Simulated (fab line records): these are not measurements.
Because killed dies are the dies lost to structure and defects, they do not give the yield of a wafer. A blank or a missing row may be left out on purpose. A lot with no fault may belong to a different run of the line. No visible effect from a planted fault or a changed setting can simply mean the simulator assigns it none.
fab line records    flow n5Finfet
[record] lots = 6  wafers = 18  lastDay = 16
route steps=1938 shown BEOL_M11@1598 BEOL_M12@1602
lots with no fault: from the same line, run without faults
startH: hours from the record's opening day to when the first of the lot's shown wafers began    waitH: how many hours have passed since the lot's step before this one    " as in the row above    L1.1+2: one row covering several wafers at once    - no value, or no start was given    * or withheld: withheld    < > ~ a bound
route shown NAME@n: NAME is a module with steps in the file, n the number in the route of the first one    usual: mean/standard deviation of fault-free wafers    same: alike in all rows    chamber/n: place in a boat    sites: each site's reading    _std_site: standard deviation across them    _edge_site: mean of outer sites minus mean of inner sites    radiusMm: how far each site lies from the wafer's centre    mask NAME#n: copy n    behind: tool/chamber where the wafer was last shaped    hold: why the lot was held/for how many hours/how that ended    device: whichever transistor did not switch (one of n, p or np)    end of line: the tests these same wafers got at the end of their route    a step given without rows: its recipe and nothing more    killed: count of dies lost to structure and defects at first sort (not the wafer's yield)    map: per-die view of a wafer (x killed, . not killed, _ where there is no die)
set.NAME: the run value of the setting; set.NAME@STEP: its run value at that earlier step    model.NAME: the simulator's own value behind a step, which no gauge read
lots at some steps of the route; a table a step, a row a wafer
services: the hour from which a tool's chamber was out of use, counted from the record's first day as startH (under 0 if before that day), plus the number of hours and why
[[steps]]
[step N5_BEOL_M11_PRE_CLEAN_55]
[recipe] gas = NH3  timeS = 15  tempC = withheld  rfPowerW = 300
[step N5_BEOL_M11_DEP_56]
[recipe] material = SiCN  targetThkA = 300  tempC = withheld  precursor = 3MS/NH3  pressureTorr = 3  rfW = 675  timeS = 10.5
[usual] rfFwdPowerW = 665/4.5  showerheadPlenumPTorr = 4.169/0.028  throttleValvePct = 17.8/0.84
lot.wafer  tool      chamber  startH  waitH  rfFwdPowerW  showerheadPlenumPTorr  throttleValvePct
L305.4     pecvd-04  1        229.35  0.0    667          4.222                  18.1
L305.5     "         2        "       "      665          4.160                  16.0
L305.6     "         0        "       "      658          4.147                  17.6
L314.3     pecvd-04  2        281.99  0.0    665          4.164                  16.5
L314.4     "         2        "       "      663          4.157                  16.0
L314.6     "         0        "       "      660          4.150                  17.9
L316.1     pecvd-03  2        291.76  0.0    666          4.165                  17.4
L316.3     "         0        "       "      666          4.196                  18.1
L316.5     "         0        "       "      664          4.184                  17.9
L318.3     pecvd-01  2        315.15  0.0    668          4.179                  17.1
L318.4     "         0        "       "      671          4.129                  18.0
L318.5     "         0        "       "      672          4.135                  17.9
L323.1     pecvd-01  2        341.11  0.0    666          4.167                  17.1
L323.3     "         0        "       "      666          4.138                  18.2
L323.4     "         2        "       "      667          4.186                  17.3
L324.4     pecvd-01  2        355.33  0.0    668          4.176                  17.0
L324.5     "         1        "       "      670          4.202                  19.2
L324.6     "         0        "       "      670          4.142                  18.3
[step N5_BEOL_M11_RS_MEAS_57]
[recipe] thkMeasGauge = four-point-probe  reads = Cu_of_BEOL_M11_ECD_50+Co_of_BEOL_M11_CVD_75+TaN_of_BEOL_M11_ALD_74
[usual] M11_RS = 0.151/0.0039
lot.wafer  tool          chamber  startH  waitH  M11_RS[ohm/sq]
L305.4     filmMetro-02  -        229.40  0.0    0.150
L305.5     "             -        "       "      0.146
L305.6     "             -        "       "      0.150
L314.3     filmMetro-02  -        282.05  0.0    0.144
L314.4     "             -        "       "      0.155
L314.6     "             -        "       "      0.147
L316.1     filmMetro-01  -        291.82  0.0    0.152
L316.3     "             -        "       "      0.156
L316.5     "             -        "       "      0.155
L318.3     filmMetro-01  -        315.22  0.0    0.154
L318.4     "             -        "       "      0.149
L318.5     "             -        "       "      0.153
L323.1     filmMetro-01  -        341.18  0.0    0.152
L323.3     "             -        "       "      0.157
L323.4     "             -        "       "      0.152
L324.4     filmMetro-01  -        355.38  0.0    0.154
L324.5     "             -        "       "      0.156
L324.6     "             -        "       "      0.154
[step N5_BEOL_M11_INSPECT_58]
[recipe] inspectInstrument = darkfield  mode = postDep
[usual] rawDefectCount = 75/27
lot.wafer  tool              chamber  startH  waitH  rawDefectCount
L305.4     defectInspect-02  -        229.42  0.0    66
L305.5     "                 -        "       "      63
L305.6     "                 -        "       "      58
L314.3     defectInspect-02  -        282.08  0.0    61
L314.4     "                 -        "       "      48
L314.6     "                 -        "       "      63
L316.1     defectInspect-02  -        291.85  0.0    85
L316.3     "                 -        "       "      56
L316.5     "                 -        "       "      56
L318.3     defectInspect-01  -        315.24  0.0    61
L318.4     "                 -        "       "      92
L318.5     "                 -        "       "      73
L323.1     defectInspect-01  -        341.20  0.0    70
L323.3     "                 -        "       "      80
L323.4     "                 -        "       "      77
L324.4     defectInspect-01  -        355.41  0.0    57
L324.5     "                 -        "       "      74
L324.6     "                 -        "       "      84
[step N5_BEOL_M12_ILD_DEP_00]
[recipe] material = SiOC  targetThkA = 6589.2  tempC = 350  precursor = DEMS/O2  pressureTorr = 5  rfW = 500  timeS = 130.7
[usual] heaterPowerW = 459/68  rfFwdPowerW = 497.5/1.8  showerheadPlenumPTorr = 5.700/0.017  throttleValvePct = 11.9/0.54
lot.wafer  tool      chamber  startH  waitH  heaterPowerW  rfFwdPowerW  showerheadPlenumPTorr  throttleValvePct
L305.4     pecvd-03  0        229.51  0.1    455           499.2        5.726                  11.9
L305.5     "         2        "       "      420           495.4        5.695                  11.6
L305.6     "         1        "       "      412           495.1        5.679                  12.5
L314.3     pecvd-03  1        282.16  0.1    407           496.4        5.678                  12.6
L314.4     "         2        "       "      329           495.9        5.697                  11.7
L314.6     "         2        "       "      370           496.1        5.709                  11.5
L316.1     pecvd-04  1        291.89  0.0    455           497.8        5.744                  11.8
L316.3     "         2        "       "      408           495.8        5.700                  10.7
L316.5     "         0        "       "      497           492.3        5.693                  11.9
L318.3     pecvd-02  1        315.28  0.0    468           498.7        5.712                  11.9
L318.4     "         1        "       "      371           498.2        5.703                  11.6
L318.5     "         2        "       "      548           496.3        5.678                  11.4
L323.1     pecvd-04  0        341.24  0.0    507           497.7        5.682                  12.0
L323.3     "         2        "       "      395           496.2        5.706                  10.7
L323.4     "         0        "       "      509           496.6        5.705                  11.8
L324.4     pecvd-02  0        355.49  0.1    505           499.1        5.698                  12.8
L324.5     "         2        "       "      576           497.5        5.688                  11.8
L324.6     "         1        "       "      468           500.4        5.701                  11.7
[step N5_BEOL_M12_THK_MEAS_01]
[recipe] reads = SiOC_of_BEOL_M12_ILD_DEP_00
[usual] M12_ILD_THK = 660/9
lot.wafer  tool          chamber  startH  waitH  M12_ILD_THK[nm]
L305.4     filmMetro-01  -        229.59  0.0    671
L305.5     "             -        "       "      663
L305.6     "             -        "       "      667
L314.3     filmMetro-02  -        282.29  0.1    668
L314.4     "             -        "       "      669
L314.6     "             -        "       "      671
L316.1     filmMetro-01  -        292.02  0.1    631
L316.3     "             -        "       "      648
L316.5     "             -        "       "      653
L318.3     filmMetro-02  -        315.41  0.1    672
L318.4     "             -        "       "      678
L318.5     "             -        "       "      668
L323.1     filmMetro-01  -        341.37  0.1    646
L323.3     "             -        "       "      648
L323.4     "             -        "       "      651
L324.4     filmMetro-01  -        355.57  0.0    672
L324.5     "             -        "       "      672
L324.6     "             -        "       "      668
[step N5_BEOL_M12_COAT_58]
[recipe] resist = BARC  tempC = 205  timeS = 60  spinRpm = 1500  resistThkNm = 89
[step N5_BEOL_M12_COAT_04]
[recipe] spinRpm = 1625  resistThkNm = 400
[step N5_BEOL_M12_EBR_06]
[recipe] solvent = PGMEA  ebrWidthMm = 1.5
[step N5_BEOL_M12_SOFTBAKE_05]
[recipe] tempC = 130  timeS = 60
[step N5_BEOL_M12_EXPOSE_07]
[recipe] maskId = V11  na = 0.93  sourceShape = conventional  sigmaOuter = 0.6  polarization = unpolarized  attpsmPhaseDeg = 180  doseMj = 32.5
[step N5_BEOL_M12_PEB_08]
[recipe] pebTempC = 130  pebTimeS = 90
[step N5_BEOL_M12_DEVELOP_09]
[recipe] developTimeS = 45  rinseLiquid = diw  dry = airSpin  devTempC = 21
[usual] chillPlateTempC = 22.97/0.11  developTimeS = 45/0
lot.wafer  tool           chamber  startH  waitH  chillPlateTempC  developTimeS  model.coat_of_BEOL_M12_COAT_04.thkNm
L305.4     lithoTrack-02  0        229.78  -      22.84            45            386.6
L305.5     "              0        "       "      23.02            45            386.2
L305.6     "              0        "       "      22.89            45            385.2
L314.3     lithoTrack-02  0        282.49  -      23.06            45            385.2
L314.4     "              0        "       "      23.04            45            384.8
L314.6     "              0        "       "      23.05            45            386
L316.1     lithoTrack-04  -        292.34  -      -                -             401.6
L316.3     "              -        "       "      -                -             401.6
L316.5     "              -        "       "      -                -             402.2
L318.3     lithoTrack-02  -        315.73  -      -                -             399.6
L318.4     "              -        "       "      -                -             399.6
L318.5     "              -        "       "      -                -             399.6
L323.1     lithoTrack-01  0        341.69  -      23.06            45            387
L323.3     "              0        "       "      22.98            45            386.4
L323.4     "              0        "       "      22.98            45            385.6
L324.4     lithoTrack-01  0        355.89  -      23.12            45            384.8
L324.5     "              0        "       "      23.12            45            385
L324.6     "              0        "       "      23.05            45            384.8
[step N5_BEOL_M12_HARDBAKE_14]
[recipe] tempC = 130  timeS = 120
[[services]]
tool           chamber  startH  hours  kind
pecvd-01       2        209.43  19.8   repair
pecvd-03       2        211.82  5.0    scheduledDown
lithoTrack-02  -        216.55  -      consumableReplace:filter
pecvd-01       2        229.28  -      clean
pecvd-01       2        229.28  -      consumableReplace:showerhead
pecvd-01       2        229.28  29.0   scheduledDown
pecvd-01       2        229.28  29.0   ventCycle
pecvd-01       -        229.78  28.1   pm
lithoTrack-01  -        235.54  -      consumableReplace:filter
lithoTrack-01  -        264.64  -      consumableReplace:filter
pecvd-01       0        265.44  4.3    repair
pecvd-03       0        271.09  16.5   scheduledDown
pecvd-02       0        294.23  2.1    scheduledDown
pecvd-01       1        314.86  5.5    scheduledDown
pecvd-04       -        314.96  6.0    pm
pecvd-02       -        318.61  0.8    repair
lithoTrack-01  -        320.78  -      consumableReplace:filter
[[key]]
[firstSign] step = N5_BEOL_M12_DEVELOP_09  reading = toolRecord  direction = missing
effect none on later readings
[modelEffect] step = N5_BEOL_M12_DEVELOP_09  value = coat_of_BEOL_M12_COAT_04.thkNm  without = 386.5  struck = 400.7
metAt N5_BEOL_M12_DEVELOP_09
struckWafers L316.1,L316.3,L316.5,L318.3,L318.4,L318.5
laterRowsLeftOut L316.1,L316.3,L316.5,L318.3,L318.4,L318.5
sortLeftOut L316.1,L316.3,L316.5,L318.3,L318.4,L318.5
onsetBetween 282.49 292.34
[fault] kind = skippedStepWhole  tool = lithoTrack-02,lithoTrack-04  chamber = -  onsetH = 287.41  steps = N5_BEOL_M12_DEVELOP_09  scope = struckLotsOnly
// sortLeftOut: the simulated sort isn't trusted on such a fault, so these wafers' sort isn't shown, and their yield isn't known
// laterRowsLeftOut: the simulator's readings of these wafers behind a module that went badly wrong aren't trusted and aren't shown, but for the sort
